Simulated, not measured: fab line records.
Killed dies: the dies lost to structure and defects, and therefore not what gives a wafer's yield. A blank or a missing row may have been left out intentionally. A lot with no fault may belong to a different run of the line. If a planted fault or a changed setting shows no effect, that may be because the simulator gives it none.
Comparing a struck lot with a sound one | flow n5_finfet | 38 steps out of a route of 1938
Sound: wafers L898.1, L898.2, L898.6. Struck: wafer L887.5; the same lot's L887.6 was not struck, so it is left out; see the end for the cause.
Order at every step that has rows: each side's tool, ch and its chambers, its first start. Under that, the readings that differ: sound wafers | struck wafers | difference of the means | sigmas: that difference in standard deviations of wafers without a fault.
alike: a reading whose means differ by less than 2 such deviations, as well as words and numbers matching on both sides. not compared: withheld readings; readings where some wafer has no value; bounds like >300 that might hide an equal value; numbers whose values overlap and for which the record gives no deviation.
Wherever a step has rows on one side only, a row that says differs or no value, or a row with sigmas, the two part there. Numbers that have no deviation but don't overlap get no sigmas and don't part them. A reading missing from all wafers of one side parts the sides only when that side holds two or more wafers.

first, 9 steps without rows for these wafers: N5_SDB_PRECLEAN_38 (cleans in dHF, time 10 s); N5_SDB_PRECLEAN_39 (cleans in O3/DIW, time 45 s); N5_SDB_SRD_28 (time 30 s); N5_SDB_ALD_29 (deposits SiNx, target thk 30 nm, pulse time 1 s, ald cycles 600); N5_SDB_CMP_30 (polishes, stops on poly-Si, t overpolish 1.54 s, target thk 30 nm); N5_DUMMY_REMOVAL_HM_STRIP_01 (strips SiNx in CH3F/O2, stops on poly-Si, target depth 4 nm, time 6.8 s); N5_DUMMY_REMOVAL_STRIP_10 (strips in N2/H2, time 40 s); N5_DUMMY_REMOVAL_PRECLEAN_07 (cleans in dHF, time 30 s); N5_DUMMY_REMOVAL_DUMMY_REMOVE_02 (chemistry TMAH, target poly-Si, stops on SiO2, target depth 142 nm, time 57 s, rinse time 30 s).
N5_DUMMY_REMOVAL_PRECLEAN_08: cleans in NF3:NH3, afs cycles 2, time 20 s, sublimation time 60 s.
  sound on remote_plasma-02 ch 1, day 8 10:42; struck on remote_plasma-02 ch 0, day 5 21:17
then, 26 steps without rows for these wafers: N5_DUMMY_REMOVAL_PRECLEAN_04 (cleans in DHF, time 37 s); N5_DUMMY_REMOVAL_SRD_05 (time 30 s); N5_HKMG_FIN_IL_REGROW_00 (material SiO2, chemistry O3, target thk 0.75 nm, time 30 s); N5_HKMG_FIN_HK_ALD_01 (deposits HfO2, target thk 1.6 nm, pulse time 3 s, purge time 3 s); N5_HKMG_FIN_HK_ANNEAL_02 (time 30 s); N5_HKMG_FIN_ALD_74 (deposits La2O3, target thk 0.5 nm, pulse time 6 s, co reactant pulse time 1 s); N5_HKMG_FIN_ALD_75 (deposits Al2O3, target thk 1 nm, co reactant pulse time 1 s); N5_HKMG_FIN_COAT_41 (time 60 s, resist thk 300 nm); N5_HKMG_FIN_COAT_42 (time 60 s, resist thk 35 nm); N5_HKMG_FIN_COAT_43 (resist thk 90 nm); N5_HKMG_FIN_EBR_45; N5_HKMG_FIN_SOFTBAKE_44 (time 60 s); N5_HKMG_FIN_EXPOSE_46 (exposes mask NDIPOLE); N5_HKMG_FIN_PEB_47 (peb time 60 s); N5_HKMG_FIN_DEVELOP_48 (develop time 30 s); N5_HKMG_FIN_DESCUM_53 (chemistry O2, time 7.9 s); N5_HKMG_FIN_ETCH_54 (etches SiARC in CF4, target depth 45.5 nm, time 75.8 s); N5_HKMG_FIN_ETCH_55 (etches SOC in N2/H2, target depth 240 nm, time 300 s); N5_HKMG_FIN_STRIP_56 (strips in N2/H2); N5_HKMG_FIN_STRIP_57 (strips in CF4); N5_HKMG_FIN_ETCH_58 (etches SOC in N2/H2, target depth 215.8 nm, time 741 s); N5_HKMG_FIN_STRIP_93 (strips SOC in N2/H2, time 20 s); N5_HKMG_FIN_WET_ETCH_76 (etches Al2O3 in dNH4OH, stops on La2O3, target depth 2.25 nm, rinse time 30 s); N5_HKMG_FIN_STRIP_60 (strips in N2/H2, time 360 s); N5_HKMG_FIN_WET_ETCH_77 (etches La2O3 in dHCl, stops on HfO2, target depth 2 nm); N5_HKMG_FIN_WET_ETCH_78 (etches Al2O3 in dNH4OH, stops on La2O3, target depth 4.5 nm, rinse time 30 s).
-- a jump in the record: the struck wafers' starts before and after are 4 days apart (it breaks off in module HKMG_FIN and resumes in module BEOL_M4, where the first step shown is number 1111 of the route) --
N5_BEOL_M4_RC_MEAS_101:
  sound on prober-02 ch 0, day 12 22:25; struck on prober-01 ch 0, day 10 08:59
  reading            | sound                | struck | difference | sigmas
  DIBL_N (mV/V)      | 35.7 35.8 34.3       | 43.0   | +7.7       | +5
  DIBL_P (mV/V)      | 35.1 36.5 33.4       | 45.0   | +10.0      | +5
  EOT_N              | 10.54 10.57 10.63    | 13.06  | +2.48      | +23
  EOT_P              | 10.48 10.51 10.50    | 12.94  | +2.44      | +22
  IGATE_N (nA/um)    | 0.0141 0.0121 0.0108 | 0.0009 | -0.0114    | -5
  IGATE_P (nA/um)    | 0.0041 0.0036 0.0032 | 0.0003 | -0.0033    | -5
  IOFF_N (nA/um)     | 0.126 0.123 0.102    | 0.282  | +0.165     | +5
  IOFF_N_85C (nA/um) | 2.6 2.5 2.2          | 4.9    | +2.5       | +5
  IOFF_N_LIN (nA/um) | 0.060 0.060 0.050    | 0.127  | +0.070     | +6
  IOFF_P (nA/um)     | 0.18 0.19 0.14       | 0.34   | +0.17      | +5
  IOFF_P_85C (nA/um) | 3.2 3.3 2.7          | 5.5    | +2.4       | +5
  IOFF_P_LIN (nA/um) | 0.087 0.091 0.075    | 0.162  | +0.078     | +6
  SS_N (mV/dec)      | 71.7 71.8 71.0       | 73.0   | +1.5       | +3
  SS_P (mV/dec)      | 72.9 73.1 72.7       | 75.5   | +2.6       | +4
  VT_N (mV)          | 257 256 260          | 242    | -16        | -4
  VT_P (mV)          | -253 -251 -257       | -245   | +9         | +3
  VT_P_LVT (mV)      | -102.9 -102.6 -105.7 | -93.6  | +10.1      | +4
  alike: ION_N, ION_P
-- the record jumps here: 4 days lie between the struck wafers' starts before and after (it left off in module BEOL_M4 and takes up again in module PASSIVATION, whose first step shown is number 1936 of the route) --
N5_PASSIVATION_PROBE_49:
  sound on prober-01, day 17 07:59; struck on prober-01, day 14 17:22
  reading                | sound    | struck | difference | sigmas
  sort_bin_4_leakage (%) | 0 0 0    | 0.25   | +0.25      |
  sort_bin_8_speed (%)   | 0 0 0.17 | 0      | +0         | -3
  alike: defect_limited_yield, killed_at_M0_to_M3, killed_at_M4_up, killed_at_contacts, killed_at_front_end, killed_at_other, killed_dies, killed_open, killed_short, sort_bin_5_function, sort_bin_6_memory, sort_n_pass, sort_yield_pct

== WHERE THEY PART ==
First at N5_BEOL_M4_RC_MEAS_101; last, within this record, at N5_PASSIVATION_PROBE_49.

WHY: what the simulator had put in
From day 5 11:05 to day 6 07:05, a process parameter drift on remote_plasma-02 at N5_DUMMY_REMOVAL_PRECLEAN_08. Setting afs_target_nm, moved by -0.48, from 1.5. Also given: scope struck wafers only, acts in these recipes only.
